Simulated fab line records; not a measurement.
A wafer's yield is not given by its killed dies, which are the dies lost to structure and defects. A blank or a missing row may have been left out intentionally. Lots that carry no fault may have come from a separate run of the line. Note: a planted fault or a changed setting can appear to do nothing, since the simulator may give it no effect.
Chamber matching / flow nand-harc / NHARC_HYBRID_BOND_ACTIVATE_00 on rie-diel-01 has 4 sister chambers
The step chemistry N2, time 60 s. 4 wafers are shown with their chamber, then 8 later ones without.

EACH WAFER AND ITS CHAMBER
wafer=L638.5; chamber=3; drypump-motor-current-A (A)=5.72
wafer=L638.6; chamber=2; drypump-motor-current-A (A)=5.99
wafer=L642.5; chamber=0; drypump-motor-current-A (A)=6.00
wafer=L641.1; chamber=1; drypump-motor-current-A (A)=6.42

WAFERS MISSING THEIR CHAMBER
wafer=L641.3; drypump-motor-current-A (A)=6.00
wafer=L641.6; drypump-motor-current-A (A)=5.98
wafer=L633.1; drypump-motor-current-A (A)=5.78
wafer=L633.3; drypump-motor-current-A (A)=6.41
wafer=L633.5; drypump-motor-current-A (A)=5.98
wafer=L644.1; drypump-motor-current-A (A)=5.99
wafer=L644.2; drypump-motor-current-A (A)=6.43
wafer=L644.6; drypump-motor-current-A (A)=6.45

THE CHAMBER EACH PASSED THROUGH
wafer=L641.3; from the rows above=can't be placed: 0 or 2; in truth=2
wafer=L641.6; from the rows above=can't be placed: 2 or 0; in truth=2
wafer=L633.1; from the rows above=3; in truth=3
wafer=L633.3; from the rows above=1; in truth=1
wafer=L633.5; from the rows above=can't be placed: 2 or 0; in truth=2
wafer=L644.1; from the rows above=can't be placed: 2 or 0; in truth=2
wafer=L644.2; from the rows above=1; in truth=1
wafer=L644.6; from the rows above=1; in truth=1
Correctly placed: 4 of 8. Cannot be placed on the basis of these rows: 4; the candidates contain the true chamber in 4. Placed wrongly: 0.
How it was worked out, from the rows above alone: a wafer's distance from a chamber is the root of the sum, over the readings, of the square of ((its reading less the chamber's mean) divided by the reading's scatter). The wafer belongs to the nearest chamber; if the next one is less than 2 further off, it can't be placed. The mean given for a chamber averages the wafers shown for that chamber. The scatter: with one shown wafer a chamber, the root of the mean of the squares of how far each hidden wafer lies from its nearest shown one.
